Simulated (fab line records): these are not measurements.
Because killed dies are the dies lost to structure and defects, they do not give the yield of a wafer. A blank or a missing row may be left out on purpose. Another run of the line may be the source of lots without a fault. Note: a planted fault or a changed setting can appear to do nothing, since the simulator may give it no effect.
Matching of chambers | flow n5-finfet | N5_BEOL_M3_STRIP_19 on rie-diel-03: 4 sister chambers
The step strips in O2. 8 wafers are shown with their chamber, then 9 later ones without.

## WAFERS WITH THEIR CHAMBER
wafer  | chamber | drypump-motor-current-A (A) | throttle-valve-pct (%)
L079.2 | 2       | 5.7                         | 16.85
L079.6 | 2       | 5.8                         | 16.84
L083.1 | 0       | 5.3                         | 16.65
L082.1 | 3       | 6.6                         | 16.52
L082.5 | 1       | 4.8                         | 16.47
L090.3 | 1       | 4.8                         | 16.48
L090.5 | 3       | 6.6                         | 16.52
L090.6 | 0       | 5.3                         | 16.66

## WAFERS WITHOUT THEIR CHAMBER
wafer  | drypump-motor-current-A (A) | throttle-valve-pct (%)
L092.3 | 6.6                         | 16.53
L092.4 | 5.7                         | 16.86
L092.5 | 5.3                         | 16.68
L091.1 | 5.8                         | 16.87
L091.2 | 4.8                         | 16.51
L091.6 | 6.6                         | 16.54
L094.1 | 6.6                         | 16.55
L094.2 | 5.3                         | 16.68
L094.4 | 6.6                         | 16.54

## WHICH CHAMBER EACH ONE RAN IN
wafer  | from the rows above | in truth
L092.3 | 3                   | 3
L092.4 | 2                   | 2
L092.5 | 0                   | 0
L091.1 | 2                   | 2
L091.2 | 1                   | 1
L091.6 | 3                   | 3
L094.1 | 3                   | 3
L094.2 | 0                   | 0
L094.4 | 3                   | 3
Correctly placed: 9 of 9. Can't be placed from these rows: 0. Number placed wrongly: 0.
How it was worked out, from the rows above alone: a wafer's distance from a chamber is the root of the sum, over the readings, of the square of ((its reading less the chamber's mean) divided by the reading's scatter). If the next closest chamber is less than 2 further off than the closest, the wafer can't be placed; otherwise it belongs to the closest. Each chamber's mean is taken over the wafers shown for it. The scatter is the square root of a quotient: the sum, over the shown wafers, of each reading's squared deviation from its chamber's mean, divided by wafers minus chambers.
